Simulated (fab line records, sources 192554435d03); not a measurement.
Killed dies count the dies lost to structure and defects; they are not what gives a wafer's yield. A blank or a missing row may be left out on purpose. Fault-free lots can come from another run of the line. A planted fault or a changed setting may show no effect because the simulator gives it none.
Matching of chambers    flow n5_finfet    N5_BEOL_M2_CO_CAP_55 on cvd_co-02: 3 sister chambers
The step material Co, precursor CCTBA/H2, target thk 2 nm, time 102.1 s. 6 wafers are shown with their chamber, then 12 later ones without.

WAFERS PAIRED WITH THEIR CHAMBERS
wafer   chamber  heater_power_outer_w (W)  heater_power_w (W)
L090.1  1        151                       277
L090.4  2        110                       229
L089.5  2        112                       231
L091.2  0        130                       255
L091.4  1        153                       285
L091.5  0        130                       259

WAFERS MISSING THEIR CHAMBER
wafer   heater_power_outer_w (W)  heater_power_w (W)
L092.1  149                       282
L092.2  112                       230
L092.3  130                       244
L094.2  130                       253
L094.3  110                       231
L094.4  149                       283
L095.3  110                       235
L095.4  112                       232
L095.5  127                       249
L097.2  153                       287
L097.4  150                       288
L097.6  112                       227

WHICH CHAMBER EACH WENT THROUGH
wafer   from the rows above  in truth
L092.1  1                    1
L092.2  2                    2
L092.3  0                    0
L094.2  0                    0
L094.3  2                    2
L094.4  1                    1
L095.3  2                    2
L095.4  2                    2
L095.5  0                    0
L097.2  1                    1
L097.4  1                    1
L097.6  2                    2
12 of 12 placed correctly. Number that these rows cannot place: 0. Placed wrongly: 0.
How it was worked out, from the rows above alone: a wafer's distance from a chamber is the root of the sum, over the readings, of the square of ((its reading less the chamber's mean) divided by the reading's scatter). The wafer belongs to the nearest chamber; if the next one is less than 2 further off, it can't be placed. The mean given for a chamber averages the wafers shown for that chamber. The scatter: take each reading less its chamber's mean, square it, sum over the shown wafers, divide by the number of wafers less the number of chambers, and take the root.
